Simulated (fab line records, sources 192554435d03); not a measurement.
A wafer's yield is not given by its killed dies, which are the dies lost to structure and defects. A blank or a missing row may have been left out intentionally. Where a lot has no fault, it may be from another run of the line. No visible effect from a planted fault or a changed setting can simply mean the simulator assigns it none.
Struck lot and sound lot, side by side || flow n5-finfet || 36 out of 1938 route steps
Sound: wafers L672.2, L672.3, L672.5. Wafers L675.2, L675.4, L675.6 were the ones struck. Last of all comes the cause.
Per side, at each step with rows, come the tool, then ch with its chambers, and then its first start. Under that, the readings that differ: sound wafers || struck wafers || difference of the means || sigmas: that difference in standard deviations of wafers without a fault.
alike: words and numbers the same on both sides, and readings whose means are apart by under 2 such deviations; not compared: readings that were withheld, readings missing a value for some wafer, numbers with overlapping values and no deviation given by the record, and bounds like >300 which may hide the same value.
Wherever a step has rows on one side only, a row that says differs or no value, or a row with sigmas, the two part there. Numbers that have no deviation but don't overlap get no sigmas and don't part them. A reading that every wafer of one side lacks parts them only if that side has two wafers or more.

first, 9 steps without rows for these wafers: N5_STI_FIN_REVEAL_STRIP_35 (strips Si3N4 in H3PO4, target depth 4 nm, time 39 s); N5_STI_FIN_REVEAL_SRD_21 (time 30 s); N5_STI_FIN_REVEAL_OXIDATION_33 (chemistry O2 PLASMA REMOTE, time 20 s); N5_STI_FIN_REVEAL_CLEAN_19 (cleans in O3/DIW, time 120 s); N5_STI_FIN_REVEAL_SRD_23 (time 30 s); N5_STI_FIN_REVEAL_PRECLEAN_18 (cleans in SC2, time 45 s); N5_STI_FIN_REVEAL_SRD_28 (time 30 s); N5_DUMMY_GATE_PRECLEAN_00 (cleans in O3/DIW, time 60 s); N5_DUMMY_GATE_SRD_01 (time 30 s).
N5_DUMMY_GATE_ALD_02: deposits SiO2, target thk 2 nm, pulse time 1 s.
  sound on ald-sin-01 ch 0,1,2, day 3 06:50; struck on ald-sin-01 ch 0,1, day 4 01:35
{"reading": "model.SiO2_of_DUMMY_GATE_ALD_02.thk-nm (nm)", "sound": "2 2 2", "struck": "2.4 2.4 2.4", "difference": "+0.4", "sigmas": ""}
  alike: heater-power-w, precursor-pulse-height-rel
then, 24 steps without rows for these wafers: N5_DUMMY_GATE_CVD_03 (deposits a-Si from SiH4, target thk 150 nm, time 8042 s); N5_DUMMY_GATE_PRECLEAN_46 (cleans in DIW, time 89.5 s); N5_DUMMY_GATE_SRD_47 (dry time 32 s); N5_DUMMY_GATE_CMP_04 (polishes a-Si); N5_DUMMY_GATE_HM_DEP_06 (deposits SiNx from DCS/NH3, target thk 80 nm, time 5141 s); N5_DUMMY_GATE_PECVD_30 (deposits SiO2 from TEOS/O2, target thk 55 nm, time 10.8 s); N5_DUMMY_GATE_COAT_34 (time 60 s, resist thk 60 nm); N5_DUMMY_GATE_COAT_35 (time 60 s, resist thk 10 nm); N5_DUMMY_GATE_COAT_28 (time 60 s, resist thk 10 nm); N5_DUMMY_GATE_COAT_09 (resist thk 30 nm); N5_DUMMY_GATE_EBR_11; N5_DUMMY_GATE_SOFTBAKE_10 (time 60 s); N5_DUMMY_GATE_EXPOSE_12 (exposes mask GATE, target cd 25 nm); N5_DUMMY_GATE_PEB_13 (peb time 60 s); N5_DUMMY_GATE_DEVELOP_14 (develop time 30 s); N5_DUMMY_GATE_DESCUM_20 (chemistry O2, time 6.2 s); N5_DUMMY_GATE_ETCH_29 (etches underlayer in N2/H2, target depth 13 nm); N5_DUMMY_GATE_ETCH_36 (etches SiARC in CF4, target depth 13 nm); N5_DUMMY_GATE_ETCH_37 (etches SOC in N2/H2, target depth 60 nm, overetch 30 nm); N5_DUMMY_GATE_STRIP_38 (strips in N2/H2); N5_DUMMY_GATE_STRIP_39 (strips in N2/H2); N5_DUMMY_GATE_TRIM_49 (chemistry O2, time 29 s, target cd 14 nm); N5_DUMMY_GATE_STRIP_40 (strips in CF4); N5_DUMMY_GATE_ETCH_31 (etches SiO2 in C4F6/O2, target depth 82.5 nm, time 27.5 s).
N5_DUMMY_GATE_ETCH_44: etches poly-Si in HBr/O2, stops on SiO2, target depth 127.5 nm.
  sound on rie-si-02 ch 0,2,3, day 3 16:07; struck on rie-si-03 ch 1,2, day 4 12:47
{"reading": "model.SiO2_of_DUMMY_GATE_ALD_02.thk-nm (nm)", "sound": "2 2 2", "struck": "2.4 2.4 2.4", "difference": "+0.4", "sigmas": ""}
  alike: drypump-motor-current-A, oes-product-au, throttle-valve-pct
  not compared: rf-hours-counter-h
-- record jumps: 10 days separate the struck wafers' starts on either side; left off in module DUMMY_GATE, taken up again in module PASSIVATION, whose first shown step is the route's number 1936 --
N5_PASSIVATION_PROBE_49:
  sound on prober-02 at day 13 02:20; struck on prober-02 at day 14 13:49
  alike: killed_at_M0_to_M3, killed_at_M4_up, killed-at-contacts, killed-at-front-end, killed-at-other, killed-dies, killed-on-rim, killed-open, killed-short

WHERE THEY PART
Nowhere in this record.

WHY: what had been put in by the simulator
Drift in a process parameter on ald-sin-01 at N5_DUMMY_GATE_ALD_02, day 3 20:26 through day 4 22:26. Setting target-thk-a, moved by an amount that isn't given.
